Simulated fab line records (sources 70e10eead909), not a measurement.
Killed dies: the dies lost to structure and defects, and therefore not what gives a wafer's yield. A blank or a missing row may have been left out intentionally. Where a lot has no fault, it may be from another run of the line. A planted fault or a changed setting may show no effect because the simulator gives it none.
fab line records :: flow nandHarc :: part 2 of 2: steps 22 to 34 of 34
record:
  lots: 5
  wafers: 15
  lastDay: 32
route steps=1302 shown P_BONDPAD@359 A_START@389 A_ZERO_WELL@390
lots that met no fault: from a run of the same line without faults
startH: hours from the record's first day to the start of the lot's first wafer shown :: waitH: time in hours since the lot's previous step :: " the same as in the row above :: L1.1+2: a row that stands for several wafers :: - either no value or no given start :: * or withheld: withheld :: < > ~ a bound
route shown NAME@n: a module of which the file shows steps, and the number in the route of the first :: usual: the fault-free wafers' mean and standard deviation :: same: alike in all rows :: chamber/n: place in a boat :: sites: the reading at each site :: _std_site: the standard deviation of these :: _edge_site: outer sites' mean less inner sites' :: radiusMm: how far each site lies from the wafer's centre :: mask NAME#n: copy n :: behind: tool/chamber where the wafer was last shaped :: hold: what put the lot on hold/how long, in hours/how the hold closed :: device: the n, p or np transistor that did not switch :: end of line: tests of these same wafers at the route's end :: a step given without rows: its recipe and nothing more :: killed: at the first sort, the dies lost to defects and structure; wafer yield is something else :: map: per-die view of a wafer (x killed, . not killed, _ where there is no die)
set.NAME: the setting as run; set.NAME@STEP: as run at that earlier step :: model.NAME: the simulator's own value behind a step, which no gauge read
lots seen at some steps along the route; tables by step, rows by wafer
services: the hour from which a tool's chamber was out of use, counted from the record's first day as startH (under 0 if before that day), plus the number of hours and why
== steps ==
step: NHARC_P_BONDPAD_CMP_19
recipe:
  tOverpolishS: 30
  cuRecessTouchS: 16
  targetThkNm: 160.81
usual:
  motorCurrentA: 12.1/1.1
  overpolishRunS: 30.000/0.0096
lot.wafer: L076.2
tool: cmp-01
chamber: 2
startH: 156.20
waitH: -
motorCurrentA: 13.1
overpolishRunS: 30.002

lot.wafer: L076.5
tool: cmp-01
chamber: 1
startH: 156.20
waitH: -
motorCurrentA: 11.4
overpolishRunS: 30.006

lot.wafer: L076.6
tool: cmp-01
chamber: 2
startH: 156.20
waitH: -
motorCurrentA: 12.2
overpolishRunS: 29.991

lot.wafer: L078.4
tool: cmp-02
chamber: 0
startH: 176.31
waitH: -
motorCurrentA: 14.8
overpolishRunS: 29.987

lot.wafer: L078.6
tool: cmp-02
chamber: 0
startH: 176.31
waitH: -
motorCurrentA: 14.7
overpolishRunS: 30.013

lot.wafer: L078.5
tool: cmp-02
chamber: 1
startH: 176.31
waitH: -
motorCurrentA: 12.3
overpolishRunS: 30.006

lot.wafer: L082.4
tool: cmp-02
chamber: 3
startH: 212.86
waitH: -
motorCurrentA: 10.6
overpolishRunS: 29.995

lot.wafer: L082.1
tool: cmp-02
chamber: 0
startH: 212.86
waitH: -
motorCurrentA: 13.9
overpolishRunS: 30.008

lot.wafer: L082.5
tool: cmp-02
chamber: 1
startH: 212.86
waitH: -
motorCurrentA: 11.9
overpolishRunS: 29.995

lot.wafer: L093.2
tool: cmp-02
chamber: 1
startH: 330.47
waitH: -
motorCurrentA: 12.3
overpolishRunS: 29.993

lot.wafer: L093.1
tool: cmp-02
chamber: 2
startH: 330.47
waitH: -
motorCurrentA: 10.4
overpolishRunS: 29.996

lot.wafer: L093.6
tool: cmp-02
chamber: 3
startH: 330.47
waitH: -
motorCurrentA: 11.1
overpolishRunS: 29.990

lot.wafer: L094.3
tool: cmp-01
chamber: 2
startH: 336.05
waitH: -
motorCurrentA: 13.1
overpolishRunS: 30.022

lot.wafer: L094.2
tool: cmp-01
chamber: 3
startH: 336.05
waitH: -
motorCurrentA: 12.8
overpolishRunS: 29.999

lot.wafer: L094.4
tool: cmp-01
chamber: 0
startH: 336.05
waitH: -
motorCurrentA: 12.5
overpolishRunS: 30.019
step: NHARC_P_BONDPAD_THK_MEAS_20
recipe:
  thkMeasGauge: xrf
usual:
  thkNm: 160.8/1.7
lot.wafer: L076.2
tool: filmMetro-02
chamber: -
startH: 156.49
waitH: -
thkNm: 159.1

lot.wafer: L076.5
tool: filmMetro-02
chamber: -
startH: 156.49
waitH: -
thkNm: 162.8

lot.wafer: L076.6
tool: filmMetro-02
chamber: -
startH: 156.49
waitH: -
thkNm: 160.5

lot.wafer: L078.4
tool: filmMetro-02
chamber: -
startH: 176.63
waitH: -
thkNm: 163.2

lot.wafer: L078.5
tool: filmMetro-02
chamber: -
startH: 176.63
waitH: -
thkNm: 159.6

lot.wafer: L078.6
tool: filmMetro-02
chamber: -
startH: 176.63
waitH: -
thkNm: 160.8

lot.wafer: L082.1
tool: filmMetro-01
chamber: -
startH: 213.13
waitH: -
thkNm: 162.6

lot.wafer: L082.4
tool: filmMetro-01
chamber: -
startH: 213.13
waitH: -
thkNm: 161.8

lot.wafer: L082.5
tool: filmMetro-01
chamber: -
startH: 213.13
waitH: -
thkNm: 162.6

lot.wafer: L093.1
tool: filmMetro-01
chamber: -
startH: 330.74
waitH: -
thkNm: 160.9

lot.wafer: L093.2
tool: filmMetro-01
chamber: -
startH: 330.74
waitH: -
thkNm: 162.5

lot.wafer: L093.6
tool: filmMetro-01
chamber: -
startH: 330.74
waitH: -
thkNm: 158.4

lot.wafer: L094.2
tool: filmMetro-01
chamber: -
startH: 336.38
waitH: -
thkNm: 162.0

lot.wafer: L094.3
tool: filmMetro-01
chamber: -
startH: 336.38
waitH: -
thkNm: 161.6

lot.wafer: L094.4
tool: filmMetro-01
chamber: -
startH: 336.38
waitH: -
thkNm: 161.2
step: NHARC_P_BONDPAD_SRD_21
recipe:
  timeS: 30
  tempC: 23
  dryTimeS: 20
  spinRpm: 1500
lot.wafer: L076.6+5+2
tool: wetBench-10
chamber: 3,4,5
startH: 156.54
waitH: 0.0

lot.wafer: L078.4+5+6
tool: wetBench-08
chamber: 5,7,2
startH: 176.67
waitH: 0.0

lot.wafer: L082.4+5+1
tool: wetBench-08
chamber: 7,1,3
startH: 213.17
waitH: 0.0

lot.wafer: L093.6+2+1
tool: wetBench-10
chamber: 1,4,5
startH: 330.78
waitH: 0.0

lot.wafer: L094.3+4+2
tool: wetBench-10
chamber: 4,7,0
startH: 336.42
waitH: 0.0
step: NHARC_P_BONDPAD_INSPECT_23
usual:
  rawDefectCount: 308/120
lot.wafer: L076.2
tool: defectInspect-02
chamber: -
startH: 156.70
waitH: 0.0
rawDefectCount: 230

lot.wafer: L076.5
tool: defectInspect-02
chamber: -
startH: 156.70
waitH: 0.0
rawDefectCount: 322

lot.wafer: L076.6
tool: defectInspect-02
chamber: -
startH: 156.70
waitH: 0.0
rawDefectCount: 170

lot.wafer: L078.4
tool: defectInspect-01
chamber: -
startH: 176.83
waitH: 0.0
rawDefectCount: 140

lot.wafer: L078.5
tool: defectInspect-01
chamber: -
startH: 176.83
waitH: 0.0
rawDefectCount: 192

lot.wafer: L078.6
tool: defectInspect-01
chamber: -
startH: 176.83
waitH: 0.0
rawDefectCount: 142

lot.wafer: L082.1
tool: defectInspect-01
chamber: -
startH: 213.35
waitH: 0.0
rawDefectCount: 260

lot.wafer: L082.4
tool: defectInspect-01
chamber: -
startH: 213.35
waitH: 0.0
rawDefectCount: 429

lot.wafer: L082.5
tool: defectInspect-01
chamber: -
startH: 213.35
waitH: 0.0
rawDefectCount: 182

lot.wafer: L093.1
tool: defectInspect-02
chamber: -
startH: 330.94
waitH: 0.0
rawDefectCount: 320

lot.wafer: L093.2
tool: defectInspect-02
chamber: -
startH: 330.94
waitH: 0.0
rawDefectCount: 267

lot.wafer: L093.6
tool: defectInspect-02
chamber: -
startH: 330.94
waitH: 0.0
rawDefectCount: 212

lot.wafer: L094.2
tool: defectInspect-02
chamber: -
startH: 336.58
waitH: 0.0
rawDefectCount: 461

lot.wafer: L094.3
tool: defectInspect-02
chamber: -
startH: 336.58
waitH: 0.0
rawDefectCount: 328

lot.wafer: L094.4
tool: defectInspect-02
chamber: -
startH: 336.58
waitH: 0.0
rawDefectCount: 220
step: NHARC_P_BONDPAD_ACTIVATE_29
recipe:
  timeS: 60
  n2FlowSccm: 200
  arFlowSccm: 0
  biasPowerW: 0
  chemistry: N2
usual:
  drypumpMotorCurrentA: 5.78/0.2
  oesProductAu: 0.998/0.015
  rfVppV: 64.1/0.98
  showerheadPlenumPTorr: 1.76/0.08
lot.wafer: L076.2
tool: rieDiel-08
chamber: 1
startH: 156.80
waitH: 0.1
drypumpMotorCurrentA: 5.71
oesProductAu: 0.995
rfHoursCounterH: 7.8
rfVppV: 63.6
showerheadPlenumPTorr: 1.76

lot.wafer: L076.6
tool: rieDiel-08
chamber: 2
startH: 156.80
waitH: 0.1
drypumpMotorCurrentA: 5.57
oesProductAu: 0.965
rfHoursCounterH: -
rfVppV: 65.1
showerheadPlenumPTorr: 1.77

lot.wafer: L076.5
tool: rieDiel-08
chamber: 3
startH: 156.80
waitH: 0.1
drypumpMotorCurrentA: 5.89
oesProductAu: 0.982
rfHoursCounterH: -
rfVppV: 63.9
showerheadPlenumPTorr: 1.77

lot.wafer: L078.4
tool: rieDiel-06
chamber: 0
startH: 176.93
waitH: 0.1
drypumpMotorCurrentA: 5.54
oesProductAu: 1.007
rfHoursCounterH: 1.1
rfVppV: 64.2
showerheadPlenumPTorr: 1.67

lot.wafer: L078.6
tool: rieDiel-06
chamber: 1
startH: 176.93
waitH: 0.1
drypumpMotorCurrentA: 5.61
oesProductAu: 0.994
rfHoursCounterH: -
rfVppV: 63.8
showerheadPlenumPTorr: 1.64

lot.wafer: L078.5
tool: rieDiel-06
chamber: 2
startH: 176.93
waitH: 0.1
drypumpMotorCurrentA: 5.85
oesProductAu: 0.984
rfHoursCounterH: -
rfVppV: 64.2
showerheadPlenumPTorr: 1.72

lot.wafer: L082.4
tool: rieDiel-10
chamber: 0
startH: 213.41
waitH: 0.1
drypumpMotorCurrentA: 5.95
oesProductAu: 1.006
rfHoursCounterH: 9.3
rfVppV: 64.2
showerheadPlenumPTorr: 1.90

lot.wafer: L082.1
tool: rieDiel-10
chamber: 3
startH: 213.41
waitH: 0.1
drypumpMotorCurrentA: 6.20
oesProductAu: 1.032
rfHoursCounterH: 9.0
rfVppV: 64.5
showerheadPlenumPTorr: 1.80

lot.wafer: L082.5
tool: rieDiel-10
chamber: 1
startH: 213.41
waitH: 0.1
drypumpMotorCurrentA: 5.94
oesProductAu: 1.015
rfHoursCounterH: -
rfVppV: 64.8
showerheadPlenumPTorr: 1.71

lot.wafer: L093.2
tool: rieDiel-08
chamber: 2
startH: 331.00
waitH: 0.1
drypumpMotorCurrentA: 5.62
oesProductAu: 0.985
rfHoursCounterH: 6.5
rfVppV: 63.7
showerheadPlenumPTorr: 1.76

lot.wafer: L093.1
tool: rieDiel-08
chamber: 1
startH: 331.00
waitH: 0.1
drypumpMotorCurrentA: 5.70
oesProductAu: 0.996
rfHoursCounterH: 7.3
rfVppV: 63.1
showerheadPlenumPTorr: 1.76

lot.wafer: L093.6
tool: rieDiel-08
chamber: 2
startH: 331.00
waitH: 0.1
drypumpMotorCurrentA: 5.60
oesProductAu: 0.983
rfHoursCounterH: -
rfVppV: 64.9
showerheadPlenumPTorr: 1.76

lot.wafer: L094.2
tool: rieDiel-10
chamber: 3
startH: 336.64
waitH: 0.1
drypumpMotorCurrentA: 6.20
oesProductAu: 1.026
rfHoursCounterH: 1.7
rfVppV: 64.0
showerheadPlenumPTorr: 1.80

lot.wafer: L094.4
tool: rieDiel-10
chamber: 1
startH: 336.64
waitH: 0.1
drypumpMotorCurrentA: 5.90
oesProductAu: 1.008
rfHoursCounterH: 5.9
rfVppV: 63.9
showerheadPlenumPTorr: 1.71

lot.wafer: L094.3
tool: rieDiel-10
chamber: 2
startH: 336.64
waitH: 0.1
drypumpMotorCurrentA: 5.72
oesProductAu: 0.980
rfHoursCounterH: 6.0
rfVppV: 65.3
showerheadPlenumPTorr: 1.72
step: NHARC_P_BONDPAD_PRECLEAN_30
recipe:
  timeS: 300
  tempC: 23
  chemistry: DIW
lot.wafer: L076.2+6+5
tool: wetBench-08
chamber: 6,0,2
startH: 156.93
waitH: 0.1

lot.wafer: L078.6+4+5
tool: wetBench-08
chamber: 5,6,7
startH: 177.05
waitH: 0.1

lot.wafer: L082.4+5+1
tool: wetBench-10
chamber: 2,3,6
startH: 213.58
waitH: 0.2

lot.wafer: L093.6+2+1
tool: wetBench-08
chamber: 6,7,0
startH: 331.20
waitH: 0.1

lot.wafer: L094.4+2+3
tool: wetBench-08
chamber: 6,7,0
startH: 336.80
waitH: 0.1
step: NHARC_P_BONDPAD_SRD_31
recipe:
  timeS: 30
  tempC: 23
  dryTimeS: 20
  spinRpm: 1500
lot.wafer: L076.2+6+5
tool: wetBench-08
chamber: 6,0,2
startH: -
waitH: -

lot.wafer: L078.6+4+5
tool: wetBench-08
chamber: 5,6,7
startH: -
waitH: -

lot.wafer: L082.4+5+1
tool: wetBench-10
chamber: 2,3,6
startH: -
waitH: -

lot.wafer: L093.6+2+1
tool: wetBench-08
chamber: 6,7,0
startH: -
waitH: -

lot.wafer: L094.4+2+3
tool: wetBench-08
chamber: 6,7,0
startH: -
waitH: -
step: NHARC_A_START_INSPECT_01
usual:
  rawDefectCount: 3.3/1.6
lot.wafer: L076.2
tool: defectInspect-01
chamber: -
startH: 157.16
waitH: -
rawDefectCount: 1

lot.wafer: L076.5
tool: defectInspect-01
chamber: -
startH: 157.16
waitH: -
rawDefectCount: 2

lot.wafer: L076.6
tool: defectInspect-01
chamber: -
startH: 157.16
waitH: -
rawDefectCount: 2

lot.wafer: L078.4
tool: defectInspect-02
chamber: -
startH: 177.30
waitH: -
rawDefectCount: 1

lot.wafer: L078.5
tool: defectInspect-02
chamber: -
startH: 177.30
waitH: -
rawDefectCount: 3

lot.wafer: L078.6
tool: defectInspect-02
chamber: -
startH: 177.30
waitH: -
rawDefectCount: 5

lot.wafer: L082.1
tool: defectInspect-01
chamber: -
startH: 213.82
waitH: -
rawDefectCount: 3

lot.wafer: L082.4
tool: defectInspect-01
chamber: -
startH: 213.82
waitH: -
rawDefectCount: 2

lot.wafer: L082.5
tool: defectInspect-01
chamber: -
startH: 213.82
waitH: -
rawDefectCount: 4

lot.wafer: L093.1
tool: defectInspect-02
chamber: -
startH: 331.40
waitH: -
rawDefectCount: 3

lot.wafer: L093.2
tool: defectInspect-02
chamber: -
startH: 331.40
waitH: -
rawDefectCount: 4

lot.wafer: L093.6
tool: defectInspect-02
chamber: -
startH: 331.40
waitH: -
rawDefectCount: 2

lot.wafer: L094.2
tool: defectInspect-01
chamber: -
startH: 337.05
waitH: -
rawDefectCount: 5

lot.wafer: L094.3
tool: defectInspect-01
chamber: -
startH: 337.05
waitH: -
rawDefectCount: 8

lot.wafer: L094.4
tool: defectInspect-01
chamber: -
startH: 337.05
waitH: -
rawDefectCount: 6
step: NHARC_A_ZERO_WELL_PRECLEAN_00
recipe:
  timeS: 600
  tempC: 120
  chemistry: SPM
lot.wafer: L076.2+6+5
tool: wetBench-02
chamber: 7,1,2
startH: 157.25
waitH: 0.1

lot.wafer: L078.5+4+6
tool: wetBench-01
chamber: 1,3,4
startH: 177.39
waitH: 0.1

lot.wafer: L082.4+5+1
tool: wetBench-02
chamber: 0,1,3
startH: 213.90
waitH: 0.1

lot.wafer: L093.6+2+1
tool: wetBench-02
chamber: 7,1,2
startH: 331.50
waitH: 0.1

lot.wafer: L094.4+2+3
tool: wetBench-02
chamber: 2,3,4
startH: 337.15
waitH: 0.1
step: NHARC_A_ZERO_WELL_SRD_01
lot.wafer: L076.2+6+5
tool: wetBench-02
chamber: 7,1,2
startH: -
waitH: -

lot.wafer: L078.5+4+6
tool: wetBench-01
chamber: 1,3,4
startH: -
waitH: -

lot.wafer: L082.4+5+1
tool: wetBench-02
chamber: 0,1,3
startH: -
waitH: -

lot.wafer: L093.6+2+1
tool: wetBench-02
chamber: 7,1,2
startH: -
waitH: -

lot.wafer: L094.4+2+3
tool: wetBench-02
chamber: 2,3,4
startH: -
waitH: -
step: NHARC_A_ZERO_WELL_DEHYDRATE_02
recipe:
  tempC: 150
  timeS: 120
usual:
  exhaustPa: 44.9/0.83
lot.wafer: L076.2
tool: lithoTrack-03
chamber: 0
startH: 157.56
waitH: -
exhaustPa: 45.2

lot.wafer: L076.5
tool: lithoTrack-03
chamber: 0
startH: 157.56
waitH: -
exhaustPa: 44.6

lot.wafer: L076.6
tool: lithoTrack-03
chamber: 0
startH: 157.56
waitH: -
exhaustPa: 43.9

lot.wafer: L078.4
tool: lithoTrack-05
chamber: 0
startH: 177.69
waitH: -
exhaustPa: 45.3

lot.wafer: L078.5
tool: lithoTrack-05
chamber: 0
startH: 177.69
waitH: -
exhaustPa: 45.0

lot.wafer: L078.6
tool: lithoTrack-05
chamber: 0
startH: 177.69
waitH: -
exhaustPa: 45.0

lot.wafer: L082.1
tool: lithoTrack-03
chamber: 0
startH: 214.21
waitH: -
exhaustPa: 44.8

lot.wafer: L082.4
tool: lithoTrack-03
chamber: 0
startH: 214.21
waitH: -
exhaustPa: 44.4

lot.wafer: L082.5
tool: lithoTrack-03
chamber: 0
startH: 214.21
waitH: -
exhaustPa: 44.2

lot.wafer: L093.1
tool: lithoTrack-02
chamber: 0
startH: 331.80
waitH: -
exhaustPa: 44.2

lot.wafer: L093.2
tool: lithoTrack-02
chamber: 0
startH: 331.80
waitH: -
exhaustPa: 45.4

lot.wafer: L093.6
tool: lithoTrack-02
chamber: 0
startH: 331.80
waitH: -
exhaustPa: 44.4

lot.wafer: L094.2
tool: lithoTrack-03
chamber: 0
startH: 337.44
waitH: -
exhaustPa: 43.4

lot.wafer: L094.3
tool: lithoTrack-03
chamber: 0
startH: 337.44
waitH: -
exhaustPa: 45.1

lot.wafer: L094.4
tool: lithoTrack-03
chamber: 0
startH: 337.44
waitH: -
exhaustPa: 44.6
step: NHARC_A_ZERO_WELL_HMDS_03
recipe:
  timeS: 30
usual:
  exhaustPa: 45.1/1
lot.wafer: L076.2
tool: lithoTrack-03
chamber: 0
startH: -
waitH: -
exhaustPa: 44.6

lot.wafer: L076.5
tool: lithoTrack-03
chamber: 0
startH: -
waitH: -
exhaustPa: 45.6

lot.wafer: L076.6
tool: lithoTrack-03
chamber: 0
startH: -
waitH: -
exhaustPa: 45.2

lot.wafer: L078.4
tool: lithoTrack-05
chamber: 0
startH: -
waitH: -
exhaustPa: 45.0

lot.wafer: L078.5
tool: lithoTrack-05
chamber: 0
startH: -
waitH: -
exhaustPa: 44.6

lot.wafer: L078.6
tool: lithoTrack-05
chamber: 0
startH: -
waitH: -
exhaustPa: 44.9

lot.wafer: L082.1
tool: lithoTrack-03
chamber: 0
startH: -
waitH: -
exhaustPa: 45.8

lot.wafer: L082.4
tool: lithoTrack-03
chamber: 0
startH: -
waitH: -
exhaustPa: 45.4

lot.wafer: L082.5
tool: lithoTrack-03
chamber: 0
startH: -
waitH: -
exhaustPa: 46.5

lot.wafer: L093.1
tool: lithoTrack-02
chamber: 0
startH: -
waitH: -
exhaustPa: 44.2

lot.wafer: L093.2
tool: lithoTrack-02
chamber: 0
startH: -
waitH: -
exhaustPa: 44.4

lot.wafer: L093.6
tool: lithoTrack-02
chamber: 0
startH: -
waitH: -
exhaustPa: 44.3

lot.wafer: L094.2
tool: lithoTrack-03
chamber: 0
startH: -
waitH: -
exhaustPa: 44.7

lot.wafer: L094.3
tool: lithoTrack-03
chamber: 0
startH: -
waitH: -
exhaustPa: 44.6

lot.wafer: L094.4
tool: lithoTrack-03
chamber: 0
startH: -
waitH: -
exhaustPa: 44.5
step: NHARC_A_ZERO_WELL_COAT_18
recipe:
  tempC: 200
  timeS: 65
usual:
  exhaustPa: 44.7/0.94
lot.wafer: L076.2
tool: lithoTrack-03
chamber: 0
startH: -
waitH: -
exhaustPa: 45.7

lot.wafer: L076.5
tool: lithoTrack-03
chamber: 0
startH: -
waitH: -
exhaustPa: 46.1

lot.wafer: L076.6
tool: lithoTrack-03
chamber: 0
startH: -
waitH: -
exhaustPa: 45.1

lot.wafer: L078.4
tool: lithoTrack-05
chamber: 0
startH: -
waitH: -
exhaustPa: 44.9

lot.wafer: L078.5
tool: lithoTrack-05
chamber: 0
startH: -
waitH: -
exhaustPa: 44.3

lot.wafer: L078.6
tool: lithoTrack-05
chamber: 0
startH: -
waitH: -
exhaustPa: 42.9

lot.wafer: L082.1
tool: lithoTrack-03
chamber: 0
startH: -
waitH: -
exhaustPa: 45.1

lot.wafer: L082.4
tool: lithoTrack-03
chamber: 0
startH: -
waitH: -
exhaustPa: 44.1

lot.wafer: L082.5
tool: lithoTrack-03
chamber: 0
startH: -
waitH: -
exhaustPa: 43.9

lot.wafer: L093.1
tool: lithoTrack-02
chamber: 0
startH: -
waitH: -
exhaustPa: 45.7

lot.wafer: L093.2
tool: lithoTrack-02
chamber: 0
startH: -
waitH: -
exhaustPa: 44.6

lot.wafer: L093.6
tool: lithoTrack-02
chamber: 0
startH: -
waitH: -
exhaustPa: 44.6

lot.wafer: L094.2
tool: lithoTrack-03
chamber: 0
startH: -
waitH: -
exhaustPa: 45.8

lot.wafer: L094.3
tool: lithoTrack-03
chamber: 0
startH: -
waitH: -
exhaustPa: 44.4

lot.wafer: L094.4
tool: lithoTrack-03
chamber: 0
startH: -
waitH: -
exhaustPa: 44.9
== services ==
tool: rieDiel-06
chamber: -
startH: 130.20
hours: 9.0
kind: pm

tool: cmp-02
chamber: -
startH: 134.74
hours: 4.0
kind: pm

tool: wetBench-10
chamber: -
startH: 135.20
hours: 8.0
kind: pm

tool: pvdSputter-02
chamber: -
startH: 145.33
hours: 0.6
kind: repair

tool: pvdSputter-01
chamber: -
startH: 167.06
hours: 6.9
kind: repair

tool: pvdSputter-03
chamber: -
startH: 170.00
hours: 10.0
kind: pm

tool: pvdSputter-03
chamber: -
startH: 181.15
hours: 18.2
kind: repair

tool: rieDiel-08
chamber: -
startH: 191.10
hours: 9.0
kind: pm

tool: ecdCu-02
chamber: -
startH: 200.63
hours: 0.8
kind: repair

tool: wetBench-10
chamber: -
startH: 206.46
hours: 1.0
kind: repair

tool: lithoTrack-02
chamber: -
startH: 227.00
hours: 7.0
kind: pm

tool: cmp-02
chamber: -
startH: 232.74
hours: 4.0
kind: pm

tool: rieDiel-10
chamber: -
startH: 242.60
hours: 9.0
kind: pm

tool: ecdCu-02
chamber: -
startH: 244.00
hours: 8.0
kind: pm

tool: wetBench-02
chamber: -
startH: 244.00
hours: 8.0
kind: pm

tool: rieDiel-10
chamber: 0
startH: 259.67
hours: 1.9
kind: repair

tool: pvdSputter-01
chamber: -
startH: 274.89
hours: 10.0
kind: pm

tool: lithoTrack-03
chamber: -
startH: 275.00
hours: 7.0
kind: pm

tool: pvdSputter-02
chamber: -
startH: 282.00
hours: 10.0
kind: pm

tool: wetBench-08
chamber: -
startH: 294.40
hours: 8.0
kind: pm

tool: lithoTrack-05
chamber: -
startH: 299.01
hours: 7.0
kind: pm

tool: ecdCu-02
chamber: -
startH: 301.48
hours: 7.6
kind: repair

tool: rieDiel-06
chamber: -
startH: 307.20
hours: 9.0
kind: pm

tool: wetBench-10
chamber: -
startH: 311.20
hours: 8.0
kind: pm
